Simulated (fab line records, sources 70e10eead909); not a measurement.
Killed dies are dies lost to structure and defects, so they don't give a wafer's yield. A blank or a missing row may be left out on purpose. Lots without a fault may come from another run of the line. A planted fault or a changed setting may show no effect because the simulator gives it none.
Chamber matching | flow nand_harc | NHARC_P_M2_DEP_33 on pecvd-04: 3 sister chambers
The step deposits SiCN, target thk 30 nm. 6 wafers are shown with their chamber, then 7 later ones without.

WAFERS WITH THEIR CHAMBER
wafer  | chamber | heater_power_w (W)
L075.4 | 0       | 522
L080.1 | 0       | 503
L081.3 | 2       | 489
L081.5 | 1       | 547
L085.1 | 1       | 579
L085.3 | 2       | 532

WAFERS WITHOUT THEIR CHAMBER
wafer  | heater_power_w (W)
L085.5 | 473
L095.2 | 482
L095.4 | 571
L095.6 | 492
L097.1 | 558
L097.2 | 521
L097.3 | 619

WHICH CHAMBER EACH WENT THROUGH
wafer  | from the rows above          | in truth
L085.5 | can't be placed: 2 or 0      | 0
L095.2 | can't be placed: 2 or 0      | 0
L095.4 | 1                            | 1
L095.6 | can't be placed: 2 or 0      | 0
L097.1 | can't be placed: 1 or 0 or 2 | 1
L097.2 | can't be placed: 0 or 2 or 1 | 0
L097.3 | 1                            | 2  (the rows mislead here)
Placed correctly: 1 of 7. Can't be placed from these rows: 5 (the true chamber is among the candidates in 5). Placed wrongly: 1.
How it was worked out, from the rows above alone: a wafer's distance from a chamber is the root of the sum, over the readings, of the square of ((its reading less the chamber's mean) divided by the reading's scatter). The wafer belongs to the nearest chamber; if the next one is less than 2 further off, it can't be placed. A chamber's mean is the mean of its shown wafers. The scatter: the root of (the sum of the squares of (reading less its chamber's mean) over the shown wafers, divided by (wafers less chambers)).
